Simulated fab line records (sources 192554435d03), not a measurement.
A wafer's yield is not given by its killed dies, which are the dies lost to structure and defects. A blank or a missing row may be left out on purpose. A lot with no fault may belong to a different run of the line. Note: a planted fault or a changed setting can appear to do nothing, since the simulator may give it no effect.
Matching of chambers | flow n5-finfet | N5_STI_FIN_REVEAL_ALD_14 on ald-sin-03: 4 sister chambers
The step deposits Si3N4, target thk 3 nm. 8 wafers are shown with their chamber, then 11 later ones without.

== WAFERS WITH THEIR CHAMBER ==
wafer  | chamber | heater-power-w (W)
L084.4 | 3       | 705
L086.2 | 0       | 971
L087.1 | 0       | 971
L087.4 | 3       | 721
L088.1 | 2       | 957
L088.3 | 1       | 783
L088.5 | 2       | 953
L091.2 | 1       | 782

== WAFERS WITHOUT THEIR CHAMBER ==
wafer  | heater-power-w (W)
L091.3 | 683
L091.4 | 981
L092.2 | 961
L092.4 | 775
L092.6 | 991
L093.1 | 715
L093.5 | 953
L093.6 | 727
L094.2 | 776
L094.3 | 1002
L094.5 | 714

== EACH ONE'S CHAMBER ==
wafer  | from the rows above     | in truth
L091.3 | 3                       | 3
L091.4 | 0                       | 0
L092.2 | can't be placed: 2 or 0 | 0
L092.4 | 1                       | 1
L092.6 | 0                       | 0
L093.1 | 3                       | 3
L093.5 | 2                       | 2
L093.6 | 3                       | 3
L094.2 | 1                       | 1
L094.3 | 0                       | 0
L094.5 | 3                       | 3
Correct placement for 10 of the 11. Can't be placed from these rows: 1 (the true chamber is among the candidates in 1). Placed wrongly: 0.
How it was worked out, from the rows above alone: a wafer's distance from a chamber is the root of the sum, over the readings, of the square of ((its reading less the chamber's mean) divided by the reading's scatter). The wafer belongs to the nearest chamber; if the next one is less than 2 further off, it can't be placed. A chamber's mean is the mean of its shown wafers. How the scatter is found: for the shown wafers, subtract from each reading the mean of its chamber, square and add these, divide the total by (wafers less chambers), then take the root.
